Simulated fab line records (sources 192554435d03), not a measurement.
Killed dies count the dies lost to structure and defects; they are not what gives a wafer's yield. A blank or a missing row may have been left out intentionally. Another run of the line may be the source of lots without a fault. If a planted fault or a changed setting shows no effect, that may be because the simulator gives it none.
Matching of chambers	flow n5 finfet	N5_PMOS_HMC_CHANNEL_EPI_ETCH_38 on rie si-05 has 4 sister chambers
The step etches SiO2 in CF4, target depth 1.5 nm. 18 wafers are shown with their chamber, then 9 later ones without.

WAFERS PAIRED WITH THEIR CHAMBERS
wafer	chamber	throttle valve pct (%)	drypump motor current A (A)	oes product au (a.u.)
L077.1	1	21.54	6.0	0.993
L077.3	3	22.04	5.0	0.992
L077.6	3	22.05	5.0	0.997
L078.1	3	22.04	5.0	0.990
L078.5	1	21.57	6.0	0.990
L078.6	0	21.57	5.7	1.019
L079.3	3	22.05	5.0	0.997
L079.4	1	21.56	6.0	0.988
L079.5	3	22.06	5.1	0.989
L086.1	0	21.56	5.7	1.033
L086.3	2	21.79	5.4	0.991
L086.4	1	21.57	5.9	0.978
L088.1	1	21.55	6.0	0.967
L088.4	0	21.57	5.7	1.038
L088.5	2	21.78	5.4	0.992
L090.2	2	21.79	5.4	1.004
L090.3	0	21.57	5.7	1.042
L090.5	1	21.57	6.0	0.987

SIGNATURES (means of the wafers above)
reading	chamber 0	chamber 1	chamber 2	chamber 3	scatter within a chamber
throttle valve pct	21.5675	21.5600	21.7867	22.0480	0.00934
drypump motor current A	5.700	5.983	5.400	5.020	0.0342
oes product au	1.03300	0.98383	0.99567	0.99300	0.00816
Rule: for a wafer and a chamber, the distance is found by dividing, reading by reading, the gap between the wafer's reading and the chamber's mean by the reading's scatter, squaring, summing and taking the root. If the next closest chamber is less than 2 further off than the closest, the wafer can't be placed; otherwise it belongs to the closest. The scatter: the root of (the sum of the squares of (reading less its chamber's mean) over the shown wafers, divided by (wafers less chambers)).

WAFERS WITH NO CHAMBER GIVEN
wafer	throttle valve pct (%)	drypump motor current A (A)	oes product au (a.u.)
L093.3	21.57	6.0	1.004
L093.5	21.59	6.0	0.996
L093.6	21.81	5.4	0.993
L097.1	21.80	5.5	1.006
L097.2	21.58	5.6	1.032
L097.3	22.03	5.0	0.987
L097.4	21.57	6.0	1.002
L097.5	21.59	5.6	1.039
L097.6	22.04	5.1	0.986

WHICH CHAMBER EACH WENT THROUGH
wafer	from the rows above	in truth
L093.3	1	1
L093.5	1	1
L093.6	2	2
L097.1	2	2
L097.2	0	0
L097.3	3	3
L097.4	1	1
L097.5	0	0
L097.6	3	3
9 of 9 placed correctly. Not placeable from these rows: 0. Wrongly placed: 0.
